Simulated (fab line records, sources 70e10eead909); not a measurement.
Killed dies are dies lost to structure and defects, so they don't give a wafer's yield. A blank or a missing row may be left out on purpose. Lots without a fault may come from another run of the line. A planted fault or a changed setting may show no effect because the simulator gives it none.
A struck lot beside a sound one | flow nand_harc | 15 steps out of a route of 1159
Sound: wafers L853.1, L853.3, L853.6. Struck: wafers L858.1, L858.2, L858.4. The cause comes at the end.
At each step with rows: each side's tool, then ch and its chambers, then its first start. Under that, the readings that differ: sound wafers | struck wafers | difference of the means | sigmas: that difference in standard deviations of wafers without a fault.
alike: readings whose means differ by less than 2 such deviations, and words and numbers that are the same on both sides. not compared: withheld readings, readings that some wafer has no value for, bounds like >300 that may hide the same value, and numbers for which the record gives no deviation and whose values overlap.
The two part at a step that has a row with sigmas, a row that says differs or no value, or rows on one side only. Numbers that don't overlap but have no deviation are shown without sigmas and don't part them. A reading that every wafer of one side lacks parts them only if that side has two wafers or more.

NHARC_P_M1_OVL_MEAS_10: pitch 260 nm.
  sound on overlay-02, day 9 04:20; struck on overlay-01, day 10 03:36
  alike: overlay_x_nm, overlay_y_nm
NHARC_P_M1_INSPECT_11:
  sound on defect_inspect-01, day 9 04:23; struck on defect_inspect-01, day 10 03:38
  alike: raw_defect_count
then, 2 steps without rows for these wafers: NHARC_P_M1_DESCUM_14 (chemistry O2, time 3 s); NHARC_P_M1_ETCH_35 (etches the open film in N2/H2, target depth 40 nm, overetch 12 nm, time 43.94 s).
NHARC_P_M1_ETCH_15: etches the open film in C4F8/Ar, target depth 182.5 nm, time 91.2 s.
  sound on rie_diel-04 ch 1,2; struck on rie_diel-04 ch 0,1,3
  alike: oes_product_au, rf_vpp_V
  not compared: rf_hours_counter_h
NHARC_P_M1_CD_MEAS_16:
  sound on cd_sem-01, day 9 04:52; struck on cd_sem-02, day 10 04:01
  alike: cd_nm
NHARC_P_M1_STRIP_18: strips in N2/H2.
  sound on rie_diel-04 ch 0,1,2, day 9 05:00; struck on rie_diel-02 ch 0,1,3, day 10 04:05
  alike: drypump_motor_current_A, oes_product_au, rf_vpp_V, showerhead_plenum_p_Torr, throttle_valve_pct
  not compared: rf_hours_counter_h
NHARC_P_M1_ETCH_28: etches the open film in CF4/N2, target depth 30 nm, time 72.99 s.
  sound on rie_diel-04 ch 0,3; struck on rie_diel-02 ch 1,2,3
  alike: drypump_motor_current_A, oes_product_au, rf_vpp_V, showerhead_plenum_p_Torr, throttle_valve_pct
  not compared: rf_hours_counter_h
then, 1 step without rows for these wafers: NHARC_P_M1_STRIP_19 (strips in post etch residue remover, time 600 s).
NHARC_P_M1_DEGAS_29: time 60 s.
  sound on pvd_sputter-03, day 9 05:36; struck on pvd_sputter-01, day 10 04:43
  alike: heater_power_w, susceptor_temp_C
then, 1 step without rows for these wafers: NHARC_P_M1_PRE_CLEAN_30 (time 30 s).
NHARC_P_M1_PVD_20: deposits TaN, target thk 5 nm, time 8.06 s.
  sound on pvd_sputter-03; struck on pvd_sputter-01
  alike: bias_v, cathode_dc_power_W, throttle_valve_pct
NHARC_P_M1_PVD_21: deposits Cu, target thk 30 nm, time 20.49 s.
  sound on pvd_sputter-03, day 9 05:50; struck on pvd_sputter-01, day 10 04:57
  no value came back on the struck wafers for cathode_dc_power_W (W), chamber_pressure_pa (Pa), throttle_valve_pct (%); on the sound wafers cathode_dc_power_W (W) reads 5000.0 5001.3 4999.8
then, 1 step without rows for these wafers: NHARC_P_M1_ECD_22 (material Cu, target thk 400 nm).
-- the record jumps here: 14 days lie between the struck wafers' starts before and after (it left off in module P_M1 and takes up again in module END, whose first step shown is number 1159 of the route) --
NHARC_END_SORT_01:
  sound on prober-02 ch 0, day 22 07:50; struck on prober-02 ch 0, day 23 20:01
  reading                  | sound          | struck         | difference | sigmas
  defect_limited_yield (%) | 93.1 92.5 94.8 | 0 0 0          | -93        | -72
  killed_at_periphery      | 2 4 2          | 646 647 648    | +644       | +99 or more
  killed_dies              | 47 51 35       | 677 677 677    | +633       | +70
  sort_bin_2_pct (%)       | 1.0 1.6 1.5    | 96.5 97.0 97.0 | +95.5      | +99 or more
  sort_n_pass              | 630 626 642    | 0 0 0          | -633       | -70
  sort_rim_yield_pct (%)   | 97.2 96.2 98.1 | 0 0 0          | -97        | -57
  sort_yield_pct (%)       | 93.1 92.5 94.8 | 0 0 0          | -93        | -72
  alike: killed_at_array, killed_at_other, killed_open, killed_short, sort_bin_3_pct, sort_bin_4_pct

WHERE THEY PART
First at NHARC_P_M1_PVD_21; last, within this record, at NHARC_END_SORT_01.

WHY: what the simulator had put in
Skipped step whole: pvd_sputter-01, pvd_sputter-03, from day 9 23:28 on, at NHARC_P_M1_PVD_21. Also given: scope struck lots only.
